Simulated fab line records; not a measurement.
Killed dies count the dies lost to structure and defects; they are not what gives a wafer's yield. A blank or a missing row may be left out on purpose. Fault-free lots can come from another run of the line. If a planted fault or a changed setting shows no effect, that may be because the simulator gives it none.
Which of the tools did it? || flow n5Finfet || 30 wafers from 10 lots sampled at 4 of the route's 1938 steps

== WHAT EACH GAUGE READ, for each wafer ==
No reading from a measuring or inspecting step in the record can be judged against a usual standard deviation.

== EACH LOT AND THE TOOL THAT RAN IT (in order: tool; ch and the chambers of the sampled wafers; start) ==
{"lot": "L452", "N5_BEOL_M15_STRIP_37": "rieDiel-04 ch 0,3, day 12 05:04 or earlier", "N5_BEOL_M15_DEGAS_41": "pvdSputter-01, day 12 05:04", "N5_MIM_TOP_LITHO_DESCUM_10": "rieDiel-06 ch 0,1,2, day 12 12:03", "N5_MIM_TOP_ETCH_ETCH_00": "rieMetal-02 ch 0,1, day 12 12:08"}
{"lot": "L454", "N5_BEOL_M15_STRIP_37": "rieDiel-03 ch 0,1, day 12 05:28 or earlier", "N5_BEOL_M15_DEGAS_41": "pvdSputter-01, day 12 05:28", "N5_MIM_TOP_LITHO_DESCUM_10": "rieDiel-02 ch 0,2,3, day 12 12:14", "N5_MIM_TOP_ETCH_ETCH_00": "rieMetal-01 ch 0, day 12 12:20"}
{"lot": "L457", "N5_BEOL_M15_STRIP_37": "rieDiel-04 ch 0,2, day 13 07:02 or earlier", "N5_BEOL_M15_DEGAS_41": "pvdSputter-01, day 13 07:02", "N5_MIM_TOP_LITHO_DESCUM_10": "rieDiel-02 ch 0,1, day 13 13:28", "N5_MIM_TOP_ETCH_ETCH_00": "rieMetal-01 ch 0,1, day 13 13:33"}
{"lot": "L459", "N5_BEOL_M15_STRIP_37": "rieDiel-05 ch 0,3, day 13 14:02 or earlier", "N5_BEOL_M15_DEGAS_41": "pvdSputter-02, day 13 14:02", "N5_MIM_TOP_LITHO_DESCUM_10": "rieDiel-02 ch 0,1, day 13 19:44", "N5_MIM_TOP_ETCH_ETCH_00": "rieMetal-01 ch 0,1, day 13 19:50"}
{"lot": "L458", "N5_BEOL_M15_STRIP_37": "rieDiel-05 ch 0,3, day 13 19:09 or earlier", "N5_BEOL_M15_DEGAS_41": "pvdSputter-03, day 13 19:09", "N5_MIM_TOP_LITHO_DESCUM_10": "rieDiel-02 ch 0,1,2, day 14 00:07", "N5_MIM_TOP_ETCH_ETCH_00": "rieMetal-03 ch 0, day 14 00:25"}
{"lot": "L462", "N5_BEOL_M15_STRIP_37": "rieDiel-05 ch 1,2,3, day 14 10:33 or earlier", "N5_BEOL_M15_DEGAS_41": "pvdSputter-01, day 14 10:33", "N5_MIM_TOP_LITHO_DESCUM_10": "rieDiel-01 ch 0,1,2, day 14 15:13", "N5_MIM_TOP_ETCH_ETCH_00": "rieMetal-03 ch 0,1, day 14 15:18"}
{"lot": "L469", "N5_BEOL_M15_STRIP_37": "rieDiel-03 ch 1,2,3, day 15 23:17 or earlier", "N5_BEOL_M15_DEGAS_41": "pvdSputter-01, day 15 23:17", "N5_MIM_TOP_LITHO_DESCUM_10": "rieDiel-06 ch 0,1,2, day 16 06:18", "N5_MIM_TOP_ETCH_ETCH_00": "rieMetal-02 ch 0,1, day 16 06:25"}
{"lot": "L466", "N5_BEOL_M15_STRIP_37": "rieDiel-04 ch 0,1, day 16 16:26 or earlier", "N5_BEOL_M15_DEGAS_41": "pvdSputter-02, day 16 16:26", "N5_MIM_TOP_LITHO_DESCUM_10": "rieDiel-06 ch 0,1, day 17 01:05", "N5_MIM_TOP_ETCH_ETCH_00": "rieMetal-02 ch 0,1, day 17 01:11"}
{"lot": "L472", "N5_BEOL_M15_STRIP_37": "rieDiel-03 ch 0,2, day 17 05:43 or earlier", "N5_BEOL_M15_DEGAS_41": "pvdSputter-01, day 17 05:43", "N5_MIM_TOP_LITHO_DESCUM_10": "rieDiel-01 ch 1,2,3, day 17 10:55", "N5_MIM_TOP_ETCH_ETCH_00": "rieMetal-01 ch 0, day 17 10:59"}
{"lot": "L475", "N5_BEOL_M15_STRIP_37": "rieDiel-03 ch 1,2,3, day 18 15:13 or earlier", "N5_BEOL_M15_DEGAS_41": "pvdSputter-03, day 18 15:13", "N5_MIM_TOP_LITHO_DESCUM_10": "rieDiel-06 ch 0,2,3, day 18 20:55", "N5_MIM_TOP_ETCH_ETCH_00": "rieMetal-03 ch 0,1, day 18 21:00"}
- N5_BEOL_M15_STRIP_37: strips in O2.
- N5_BEOL_M15_DEGAS_41: time 60 s.
- N5_MIM_TOP_LITHO_DESCUM_10: chemistry O2, time 7.9 s.
- N5_MIM_TOP_ETCH_ETCH_00: etches TiN in Cl2/BCl3, target depth 38.5 nm.

== AS READ BY THE TOOLS THEMSELVES (means over the sampled wafers that have a number; for cases with no such wafer, the mark the record gives instead) ==
N5_BEOL_M15_STRIP_37. Usual: drypumpMotorCurrentA 5.5 A, standard deviation 0.41; oesProductAu 0.77 a.u., standard deviation 0.086; rfVppV 3.7 V, standard deviation 0.64; showerheadPlenumPTorr 2.11 Torr, standard deviation 0.053; throttleValvePct 16.78 %, standard deviation 0.28.
{"lot": "L452", "tool": "rieDiel-04", "drypumpMotorCurrentA (A)": 5.8, "oesProductAu (a.u.)": 0.79, "rfVppV (V)": 3.8, "showerheadPlenumPTorr (Torr)": 2.08, "throttleValvePct (%)": 16.70, "flag": ""}
{"lot": "L454", "tool": "rieDiel-03", "drypumpMotorCurrentA (A)": 5.2, "oesProductAu (a.u.)": 0.77, "rfVppV (V)": 3.7, "showerheadPlenumPTorr (Torr)": 2.09, "throttleValvePct (%)": 16.81, "flag": ""}
{"lot": "L457", "tool": "rieDiel-04", "drypumpMotorCurrentA (A)": 6.4, "oesProductAu (a.u.)": 0.88, "rfVppV (V)": 3.4, "showerheadPlenumPTorr (Torr)": 2.19, "throttleValvePct (%)": 16.40, "flag": ""}
{"lot": "L459", "tool": "rieDiel-05", "drypumpMotorCurrentA (A)": 5.8, "oesProductAu (a.u.)": 0.70, "rfVppV (V)": 4.0, "showerheadPlenumPTorr (Torr)": 2.15, "throttleValvePct (%)": 16.97, "flag": ""}
{"lot": "L458", "tool": "rieDiel-05", "drypumpMotorCurrentA (A)": 5.8, "oesProductAu (a.u.)": 0.70, "rfVppV (V)": 3.7, "showerheadPlenumPTorr (Torr)": 2.15, "throttleValvePct (%)": 16.98, "flag": ""}
{"lot": "L462", "tool": "rieDiel-05", "drypumpMotorCurrentA (A)": 5.5, "oesProductAu (a.u.)": 0.69, "rfVppV (V)": 3.7, "showerheadPlenumPTorr (Torr)": 2.08, "throttleValvePct (%)": 16.83, "flag": ""}
{"lot": "L469", "tool": "rieDiel-03", "drypumpMotorCurrentA (A)": 5.3, "oesProductAu (a.u.)": 0.78, "rfVppV (V)": 4.0, "showerheadPlenumPTorr (Torr)": 2.13, "throttleValvePct (%)": 16.80, "flag": ""}
{"lot": "L466", "tool": "rieDiel-04", "drypumpMotorCurrentA (A)": 5.9, "oesProductAu (a.u.)": 0.70, "rfVppV (V)": 3.2, "showerheadPlenumPTorr (Torr)": 2.08, "throttleValvePct (%)": 16.93, "flag": ""}
{"lot": "L472", "tool": "rieDiel-03", "drypumpMotorCurrentA (A)": 5.2, "oesProductAu (a.u.)": 0.85, "rfVppV (V)": 3.8, "showerheadPlenumPTorr (Torr)": 2.10, "throttleValvePct (%)": 16.47, "flag": ""}
{"lot": "L475", "tool": "rieDiel-03", "drypumpMotorCurrentA (A)": 5.3, "oesProductAu (a.u.)": 0.76, "rfVppV (V)": 3.5, "showerheadPlenumPTorr (Torr)": 2.13, "throttleValvePct (%)": 16.83, "flag": ""}

N5_BEOL_M15_DEGAS_41. Usual: heaterPowerW reads 448 W (standard deviation 53).
{"lot": "L452", "tool": "pvdSputter-01", "heaterPowerW (W)": 466, "flag": ""}
{"lot": "L454", "tool": "pvdSputter-01", "heaterPowerW (W)": 432, "flag": ""}
{"lot": "L457", "tool": "pvdSputter-01", "heaterPowerW (W)": 494, "flag": ""}
{"lot": "L459", "tool": "pvdSputter-02", "heaterPowerW (W)": 458, "flag": ""}
{"lot": "L458", "tool": "pvdSputter-03", "heaterPowerW (W)": 433, "flag": ""}
{"lot": "L462", "tool": "pvdSputter-01", "heaterPowerW (W)": 456, "flag": ""}
{"lot": "L469", "tool": "pvdSputter-01", "heaterPowerW (W)": 403, "flag": ""}
{"lot": "L466", "tool": "pvdSputter-02", "heaterPowerW (W)": 504, "flag": ""}
{"lot": "L472", "tool": "pvdSputter-01", "heaterPowerW (W)": 465, "flag": ""}
{"lot": "L475", "tool": "pvdSputter-03", "heaterPowerW (W)": 427, "flag": ""}

N5_MIM_TOP_LITHO_DESCUM_10. Usual: biasPowerW 20.01 W, standard deviation 0.059; drypumpMotorCurrentA 5.6 A, standard deviation 0.48; oesProductAu 0.81 a.u., standard deviation 0.071; rfVppV 243.3 V, standard deviation 1.6; showerheadPlenumPTorr 2.10 Torr, standard deviation 0.083; throttleValvePct 20.37 %, standard deviation 0.24.
{"lot": "L452", "tool": "rieDiel-06", "biasPowerW (W)": 20.05, "drypumpMotorCurrentA (A)": 5.3, "oesProductAu (a.u.)": 0.83, "rfVppV (V)": 243.8, "showerheadPlenumPTorr (Torr)": 2.14, "throttleValvePct (%)": 20.45, "flag": ""}
{"lot": "L454", "tool": "rieDiel-02", "biasPowerW (W)": 20.03, "drypumpMotorCurrentA (A)": 5.8, "oesProductAu (a.u.)": 0.74, "rfVppV (V)": 243.1, "showerheadPlenumPTorr (Torr)": 2.05, "throttleValvePct (%)": 20.35, "flag": ""}
{"lot": "L457", "tool": "rieDiel-02", "biasPowerW (W)": 20.01, "drypumpMotorCurrentA (A)": 5.5, "oesProductAu (a.u.)": 0.76, "rfVppV (V)": 243.4, "showerheadPlenumPTorr (Torr)": 2.06, "throttleValvePct (%)": 20.43, "flag": ""}
{"lot": "L459", "tool": "rieDiel-02", "biasPowerW (W)": 20.03, "drypumpMotorCurrentA (A)": 5.4, "oesProductAu (a.u.)": 0.84, "rfVppV (V)": 244.4, "showerheadPlenumPTorr (Torr)": 2.14, "throttleValvePct (%)": 20.29, "flag": ""}
{"lot": "L458", "tool": "rieDiel-02", "biasPowerW (W)": 19.99, "drypumpMotorCurrentA (A)": 5.4, "oesProductAu (a.u.)": 0.82, "rfVppV (V)": 243.8, "showerheadPlenumPTorr (Torr)": 2.14, "throttleValvePct (%)": 20.38, "flag": ""}
{"lot": "L462", "tool": "rieDiel-01", "biasPowerW (W)": 19.99, "drypumpMotorCurrentA (A)": 5.9, "oesProductAu (a.u.)": 0.81, "rfVppV (V)": 242.7, "showerheadPlenumPTorr (Torr)": 2.05, "throttleValvePct (%)": 20.29, "flag": ""}
{"lot": "L469", "tool": "rieDiel-06", "biasPowerW (W)": 20.00, "drypumpMotorCurrentA (A)": 5.3, "oesProductAu (a.u.)": 0.79, "rfVppV (V)": 244.4, "showerheadPlenumPTorr (Torr)": 2.13, "throttleValvePct (%)": 20.49, "flag": ""}
{"lot": "L466", "tool": "rieDiel-06", "biasPowerW (W)": 19.99, "drypumpMotorCurrentA (A)": 5.1, "oesProductAu (a.u.)": 0.77, "rfVppV (V)": 243.4, "showerheadPlenumPTorr (Torr)": 2.13, "throttleValvePct (%)": 20.34, "flag": ""}
{"lot": "L472", "tool": "rieDiel-01", "biasPowerW (W)": 20.00, "drypumpMotorCurrentA (A)": 6.0, "oesProductAu (a.u.)": 0.82, "rfVppV (V)": 242.0, "showerheadPlenumPTorr (Torr)": 2.03, "throttleValvePct (%)": 20.41, "flag": ""}
{"lot": "L475", "tool": "rieDiel-06", "biasPowerW (W)": 20.02, "drypumpMotorCurrentA (A)": 5.4, "oesProductAu (a.u.)": 0.79, "rfVppV (V)": 243.5, "showerheadPlenumPTorr (Torr)": 2.11, "throttleValvePct (%)": 20.48, "flag": ""}

N5_MIM_TOP_ETCH_ETCH_00. Usual: bcl3FlowSccm 21.75 sccm, standard deviation 0.058; drypumpMotorCurrentA 5.8 A, standard deviation 0.38; oesProductAu 0.81 a.u., standard deviation 0.095; throttleValvePct 22.72 %, standard deviation 0.19.
{"lot": "L452", "tool": "rieMetal-02", "bcl3FlowSccm (sccm)": 21.70, "drypumpMotorCurrentA (A)": 5.6, "oesProductAu (a.u.)": 0.73, "throttleValvePct (%)": 22.70, "flag": ""}
{"lot": "L454", "tool": "rieMetal-01", "bcl3FlowSccm (sccm)": 21.76, "drypumpMotorCurrentA (A)": 5.3, "oesProductAu (a.u.)": 0.92, "throttleValvePct (%)": 22.46, "flag": ""}
{"lot": "L457", "tool": "rieMetal-01", "bcl3FlowSccm (sccm)": 21.76, "drypumpMotorCurrentA (A)": 5.6, "oesProductAu (a.u.)": 0.81, "throttleValvePct (%)": 22.53, "flag": ""}
{"lot": "L459", "tool": "rieMetal-01", "bcl3FlowSccm (sccm)": 21.80, "drypumpMotorCurrentA (A)": 5.6, "oesProductAu (a.u.)": 0.81, "throttleValvePct (%)": 22.53, "flag": ""}
{"lot": "L458", "tool": "rieMetal-03", "bcl3FlowSccm (sccm)": 21.78, "drypumpMotorCurrentA (A)": 6.2, "oesProductAu (a.u.)": 0.76, "throttleValvePct (%)": 22.88, "flag": ""}
{"lot": "L462", "tool": "rieMetal-03", "bcl3FlowSccm (sccm)": 21.70, "drypumpMotorCurrentA (A)": 5.9, "oesProductAu (a.u.)": 0.82, "throttleValvePct (%)": 22.86, "flag": ""}
{"lot": "L469", "tool": "rieMetal-02", "bcl3FlowSccm (sccm)": 21.79, "drypumpMotorCurrentA (A)": 5.6, "oesProductAu (a.u.)": 0.72, "throttleValvePct (%)": 22.71, "flag": ""}
{"lot": "L466", "tool": "rieMetal-02", "bcl3FlowSccm (sccm)": 21.74, "drypumpMotorCurrentA (A)": 5.4, "oesProductAu (a.u.)": 1.05, "throttleValvePct (%)": 22.80, "flag": ""}
{"lot": "L472", "tool": "rieMetal-01", "bcl3FlowSccm (sccm)": 21.74, "drypumpMotorCurrentA (A)": 5.3, "oesProductAu (a.u.)": 0.85, "throttleValvePct (%)": 22.50, "flag": ""}
{"lot": "L475", "tool": "rieMetal-03", "bcl3FlowSccm (sccm)": 21.82, "drypumpMotorCurrentA (A)": 6.1, "oesProductAu (a.u.)": 0.75, "throttleValvePct (%)": 22.90, "flag": ""}

== THE ANSWER, worked out from the rows above alone ==
Rule: a lot is off if the mean of its wafers that have a number lies more than 3 standard deviations from the usual mean. Also off: a lot with no number at a reading for which 4 or more lots have one. The other lots that the step has rows for count as sound. Order of review: gauges by route order, followed by the tools' own readings, for which a lot's mean as printed above is used. At the first step where some lot is off, the reading lying furthest off is the one used; lots without a number count as furthest.
Nothing can be told from this: no lot is off at any reading shown.

== WHAT THE SIMULATOR PUT IN ==
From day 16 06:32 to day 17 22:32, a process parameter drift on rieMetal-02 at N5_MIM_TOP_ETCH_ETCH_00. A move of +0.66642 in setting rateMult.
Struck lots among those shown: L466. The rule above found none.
